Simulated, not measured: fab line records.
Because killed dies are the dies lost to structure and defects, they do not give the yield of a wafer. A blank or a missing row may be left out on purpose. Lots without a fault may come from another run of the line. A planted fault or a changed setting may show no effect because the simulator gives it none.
Chamber matching / flow n5_finfet / 4 sister chambers for N5_HKMG_FIN_NWFM_ALD_20 on ald_metal-01
The step deposits TiAlC, target thk 2 nm, pulse time 3 s, purge time 2 s. 4 wafers are shown with their chamber, then 9 later ones without.

== WAFERS PAIRED WITH THEIR CHAMBERS ==
wafer=L084.2; chamber=0; heater_power_w (W)=499
wafer=L087.5; chamber=3; heater_power_w (W)=475
wafer=L089.1; chamber=1; heater_power_w (W)=532
wafer=L089.5; chamber=2; heater_power_w (W)=544

== WAFERS WHOSE CHAMBER IS MISSING ==
wafer=L091.1; heater_power_w (W)=524
wafer=L091.3; heater_power_w (W)=461
wafer=L091.6; heater_power_w (W)=474
wafer=L092.3; heater_power_w (W)=522
wafer=L092.4; heater_power_w (W)=531
wafer=L092.5; heater_power_w (W)=519
wafer=L093.1; heater_power_w (W)=540
wafer=L093.3; heater_power_w (W)=529
wafer=L093.5; heater_power_w (W)=538

== CHAMBER TAKEN BY EACH ==
wafer=L091.1; from the rows above=can't be placed: 1 or 2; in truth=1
wafer=L091.3; from the rows above=3; in truth=3
wafer=L091.6; from the rows above=3; in truth=3
wafer=L092.3; from the rows above=can't be placed: 1 or 2 or 0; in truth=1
wafer=L092.4; from the rows above=can't be placed: 1 or 2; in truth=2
wafer=L092.5; from the rows above=can't be placed: 1 or 0 or 2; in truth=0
wafer=L093.1; from the rows above=can't be placed: 2 or 1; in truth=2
wafer=L093.3; from the rows above=can't be placed: 1 or 2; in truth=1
wafer=L093.5; from the rows above=can't be placed: 1 or 2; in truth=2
2 of 9 placed correctly. Can't be placed from these rows: 7 (the true chamber is among the candidates in 7). 0 placed wrongly.
How it was worked out, from the rows above alone: a wafer's distance from a chamber is the root of the sum, over the readings, of the square of ((its reading less the chamber's mean) divided by the reading's scatter). If the next closest chamber is less than 2 further off than the closest, the wafer can't be placed; otherwise it belongs to the closest. For every chamber, the mean is computed from those of its wafers that are shown. The scatter: root of mean squared gap, hidden wafer to nearest shown wafer, with one shown wafer a chamber.
